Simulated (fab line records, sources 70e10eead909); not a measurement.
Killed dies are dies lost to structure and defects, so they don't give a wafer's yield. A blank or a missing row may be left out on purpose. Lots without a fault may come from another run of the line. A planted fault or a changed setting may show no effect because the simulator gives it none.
A struck lot beside a sound one | flow nand_harc | 42 steps out of a route of 1159
Sound: wafers L799.1, L799.3, L799.4. Struck: wafers L811.1, L811.3. The cause comes at the end.
At each step with rows: each side's tool, then ch and its chambers, then its first start. Under that, the readings that differ: sound wafers | struck wafers | difference of the means | sigmas: that difference in standard deviations of wafers without a fault.
alike: readings whose means differ by less than 2 such deviations, and words and numbers that are the same on both sides. not compared: withheld readings, readings that some wafer has no value for, bounds like >300 that may hide the same value, and numbers for which the record gives no deviation and whose values overlap.
The two part at a step that has a row with sigmas, a row that says differs or no value, or rows on one side only. Numbers that don't overlap but have no deviation are shown without sigmas and don't part them. A reading that every wafer of one side lacks parts them only if that side has two wafers or more.

NHARC_P_GATE_STRIP_101: strips in O2, time 20 s.
  sound on rie_diel-02 ch 1,2,3, day 5 17:49; struck on rie_diel-05 ch 0,3, day 8 14:29
  reading                | sound    | struck | difference | sigmas
  rf_hours_counter_h (h) | 49 47 42 | 2 2    | -44        |
  alike: drypump_motor_current_A, oes_product_au, rf_vpp_V, showerhead_plenum_p_Torr, throttle_valve_pct
then, 11 steps without rows for these wafers: NHARC_P_GATE_PRECLEAN_97 (cleans in SPM, time 600 s); NHARC_P_GATE_SRD_98; NHARC_P_GATE_PRECLEAN_99 (cleans in SC1); NHARC_P_GATE_SRD_100; NHARC_P_GATE_DEHYDRATE_38 (time 120 s); NHARC_P_GATE_HMDS_39 (time 30 s); NHARC_P_GATE_COAT_40; NHARC_P_GATE_SOFTBAKE_41 (time 95 s); NHARC_P_GATE_EBR_42; NHARC_P_GATE_EXPOSE_43 (exposes mask P NSD, target cd 720 nm); NHARC_P_GATE_PEB_44 (peb time 85 s).
NHARC_P_GATE_DEVELOP_45: time 70 s.
  sound on litho_track-03 ch 0, day 5 18:00; struck on litho_track-05 ch 0, day 8 15:00
then, 1 step without rows for these wafers: NHARC_P_GATE_HARDBAKE_47 (time 80 s).
NHARC_P_GATE_DESCUM_48: chemistry O2, time 3 s.
  sound on rie_diel-05 ch 0,1,3, day 5 18:53; struck on rie_diel-02 ch 0,2, day 8 15:28
  reading                 | sound             | struck      | difference | sigmas
  rf_hours_counter_h (h)  | 21 21 23          | 13 11       | -10        |
  model.P_GATE.cd_nm (nm) | 716.5 722.1 725.6 | 122.7 121.4 | -599.3     |
  alike: drypump_motor_current_A, oes_product_au, rf_vpp_V, showerhead_plenum_p_Torr, throttle_valve_pct
then, 1 step without rows for these wafers: NHARC_P_GATE_IMPLANT_49.
NHARC_P_GATE_STRIP_111: strips in N2/H2, time 250 s.
  sound on plasma_asher-02 ch 0,1, day 5 19:37; struck on plasma_asher-01 ch 0,1, day 8 15:52
  reading            | sound          | struck    | difference | sigmas
  heater_power_w (W) | 77.5 80.0 77.6 | 83.0 79.4 | +2.8       | +2
  alike: drypump_motor_current_A
  not compared: rf_hours_counter_h
NHARC_P_GATE_STRIP_75: strips in O2.
  sound on plasma_asher-02 ch 0,1, day 5 19:53; struck on plasma_asher-01 ch 0,1, day 8 16:10
  reading            | sound       | struck  | difference | sigmas
  heater_power_w (W) | 300 291 298 | 310 314 | +16        | +3
  alike: drypump_motor_current_A
  not compared: rf_hours_counter_h
then, 10 steps without rows for these wafers: NHARC_P_GATE_STRIP_50 (strips in SPM, time 900 s); NHARC_P_GATE_DEHYDRATE_51 (time 120 s); NHARC_P_GATE_HMDS_52 (time 30 s); NHARC_P_GATE_COAT_53; NHARC_P_GATE_SOFTBAKE_54 (time 95 s); NHARC_P_GATE_EBR_55; NHARC_P_GATE_EXPOSE_56 (exposes mask P PSD, target cd 720 nm); NHARC_P_GATE_PEB_57 (peb time 85 s); NHARC_P_GATE_DEVELOP_58 (time 70 s); NHARC_P_GATE_HARDBAKE_60 (time 80 s).
NHARC_P_GATE_DESCUM_61: chemistry O2, time 3 s.
  sound on rie_diel-02 ch 0,1,2, day 5 21:00; struck on rie_diel-02 ch 1,3, day 8 17:07
  reading                | sound    | struck | difference | sigmas
  rf_hours_counter_h (h) | 48 43 49 | 14 11  | -34        |
  alike: drypump_motor_current_A, oes_product_au, rf_vpp_V, showerhead_plenum_p_Torr, throttle_valve_pct
then, 2 steps without rows for these wafers: NHARC_P_GATE_IMPLANT_62; NHARC_P_GATE_STRIP_112 (strips in N2/H2, time 200 s).
NHARC_P_GATE_STRIP_76: strips in O2.
  sound on plasma_asher-02 ch 0,1, day 5 21:38; struck on plasma_asher-01 ch 0, day 8 17:45
  alike: drypump_motor_current_A, heater_power_w
  not compared: rf_hours_counter_h
then, 8 steps without rows for these wafers: NHARC_P_GATE_STRIP_63 (strips in SPM, time 900 s); NHARC_P_GATE_DEHYDRATE_83 (time 120 s); NHARC_P_GATE_HMDS_84 (time 30 s); NHARC_P_GATE_COAT_85; NHARC_P_GATE_SOFTBAKE_86 (time 95 s); NHARC_P_GATE_EBR_87; NHARC_P_GATE_EXPOSE_88 (exposes mask P HVN, target cd 2000 nm); NHARC_P_GATE_PEB_89 (peb time 85 s).
NHARC_P_GATE_DESCUM_93: chemistry O2, time 3 s.
  sound on rie_diel-05 ch 0,1,2, day 5 22:36; struck on rie_diel-08 ch 1,3, day 8 18:43
  reading                     | sound          | struck      | difference | sigmas
  drypump_motor_current_A (A) | 6.1 5.9 5.8    | 5.0 5.2     | -0.8       | -2
  model.P_GATE.cd_nm (nm)     | 2000 1999 2001 | 122.7 121.4 | -1878.0    |
  alike: oes_product_au, rf_vpp_V, showerhead_plenum_p_Torr, throttle_valve_pct
  not compared: rf_hours_counter_h
-- the record jumps here: 14 days lie between the struck wafers' starts before and after (it left off in module P_GATE and takes up again in module END, whose first step shown is number 1159 of the route) --
NHARC_END_SORT_01:
  the record has rows for the struck wafers here (prober-01 ch 0, day 22 08:22) and none for the sound ones

WHERE THEY PART
First at NHARC_P_GATE_STRIP_111; last, within this record, at NHARC_END_SORT_01.

WHY: what the simulator had put in
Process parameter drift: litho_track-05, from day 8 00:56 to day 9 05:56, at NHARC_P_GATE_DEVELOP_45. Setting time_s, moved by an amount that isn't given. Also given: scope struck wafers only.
